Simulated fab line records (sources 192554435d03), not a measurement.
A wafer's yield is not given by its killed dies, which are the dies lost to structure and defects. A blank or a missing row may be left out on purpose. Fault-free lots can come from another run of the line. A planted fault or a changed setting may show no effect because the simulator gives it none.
A lot that was struck, set against a sound lot || flow n5_finfet || 15 steps out of a route of 1938
Sound: these wafers, L865.4, L865.5, L865.6. Struck: wafer L862.1 (left out: L862.3, L862.6 of the same lot, which were not struck); the cause appears at the end.
Each step with rows lists, per side, the tool, then ch with its chambers, then its first start. Under that, the readings that differ: sound wafers || struck wafers || difference of the means || sigmas: that difference in standard deviations of wafers without a fault.
alike: words and numbers the same on both sides, and readings whose means are apart by under 2 such deviations; not compared: readings that were withheld, readings missing a value for some wafer, numbers with overlapping values and no deviation given by the record, and bounds like >300 which may hide the same value.
Wherever a step has rows on one side only, a row that says differs or no value, or a row with sigmas, the two part there. Numbers that don't overlap but have no deviation are shown without sigmas and don't part them. A reading that every wafer of one side lacks parts them only if that side has two wafers or more.

N5_BEOL_M4_ETCH_41: etches SiCN in CH3F/O2, target depth 29.9 nm, time 52.5 s.
  sound: rie_diel-01 ch 1,2,3; struck: rie_diel-03 ch 1
{"reading": "rf_hours_counter_h (h)", "sound": "- - -", "struck": 15, "difference": "no value on the sound wafers", "sigmas": ""}
  alike: drypump_motor_current_A, oes_product_au, rf_vpp_V, showerhead_plenum_p_Torr, throttle_valve_pct
N5_BEOL_M4_STRIP_97: strips in N2/H2, time 10 s.
  sound: rie_diel-01 ch 1,2,3; struck: rie_diel-03 ch 1
{"reading": "bias_power_w (W)", "sound": "7.015 6.992 6.977", "struck": 7.044, "difference": "+0.049", "sigmas": "+2"}
{"reading": "rf_hours_counter_h (h)", "sound": "- - -", "struck": 15, "difference": "no value on the sound wafers", "sigmas": ""}
  alike: drypump_motor_current_A, oes_product_au, rf_vpp_V, showerhead_plenum_p_Torr, throttle_valve_pct
N5_BEOL_M4_OCD_MEAS_38:
  sound on ocd-02 at day 13 21:34; struck on ocd-01 at day 12 23:56
{"reading": "trench_depth_nm (nm)", "sound": "53.9 56.0 55.4", "struck": 57.8, "difference": "+2.7", "sigmas": "+2"}
then, 4 steps without rows for these wafers: N5_BEOL_M4_HM_STRIP_39 (strips TiN in peroxide tin strip, target depth 25 nm, time 158 s); N5_BEOL_M4_SRD_40 (time 30 s); N5_BEOL_M4_PRECLEAN_42 (cleans in residue remover, time 60 s); N5_BEOL_M4_SRD_43 (time 30 s).
N5_BEOL_M4_CD_MEAS_35: target cd 18 nm, target cd y 22.4 nm.
  sound on cd_sem-03 at day 13 21:43; struck on cd_sem-03 at day 13 00:05
  alike: cd_nm
N5_BEOL_M4_DEGAS_44: time 60 s.
  sound on pvd_sputter-01 at day 13 21:55; struck on pvd_sputter-02 at day 13 00:09
{"reading": "susceptor_temp_C (C)", "sound": "250.09 249.95 249.93", "struck": 250.42, "difference": "+0.43", "sigmas": "+3"}
  alike: heater_power_w
N5_BEOL_M4_PRE_CLEAN_45: time 30 s.
  sound on pvd_sputter-01 at day 13 21:58; struck on pvd_sputter-02 at day 13 00:11
  alike: heater_power_w, susceptor_temp_C
then, 2 steps without rows for these wafers: N5_BEOL_M4_ALD_84 (deposits TaN, pulse time 2 s, purge time 3 s, co reactant purge time 2 s); N5_BEOL_M4_SURFACE_TREAT_85.
N5_BEOL_M4_CVD_47: deposits Co from CCTBA/H2, target thk 3 nm, time 223.8 s.
  sound on cvd_co-01 ch 0,1,2, day 13 22:28; struck on cvd_co-02 ch 0, day 13 00:37
{"reading": "run_length_s (s)", "sound": "247.1 247.1 246.3", "struck": 249.7, "difference": "+2.9", "sigmas": "+5"}
N5_BEOL_M4_SPUTTER_48: material Cu, target thk 4.5 nm, time 8.29 s.
  sound on pvd_sputter-03 at day 13 22:37; struck on pvd_sputter-01 at day 13 00:46
  alike: susceptor_temp_C, throttle_valve_pct
-- record jumps: 4 days separate the struck wafers' starts on either side; left off in module BEOL_M4, taken up again in module PASSIVATION, whose first shown step is the route's number 1936 --
N5_PASSIVATION_PROBE_49:
  rows exist in the record for the struck wafers here (prober-01, day 17 10:00), but not for the sound ones

WHERE THEY PART
At N5_BEOL_M4_ETCH_41 first; at N5_PASSIVATION_PROBE_49 last (within this record only).

WHY: what the simulator had put in
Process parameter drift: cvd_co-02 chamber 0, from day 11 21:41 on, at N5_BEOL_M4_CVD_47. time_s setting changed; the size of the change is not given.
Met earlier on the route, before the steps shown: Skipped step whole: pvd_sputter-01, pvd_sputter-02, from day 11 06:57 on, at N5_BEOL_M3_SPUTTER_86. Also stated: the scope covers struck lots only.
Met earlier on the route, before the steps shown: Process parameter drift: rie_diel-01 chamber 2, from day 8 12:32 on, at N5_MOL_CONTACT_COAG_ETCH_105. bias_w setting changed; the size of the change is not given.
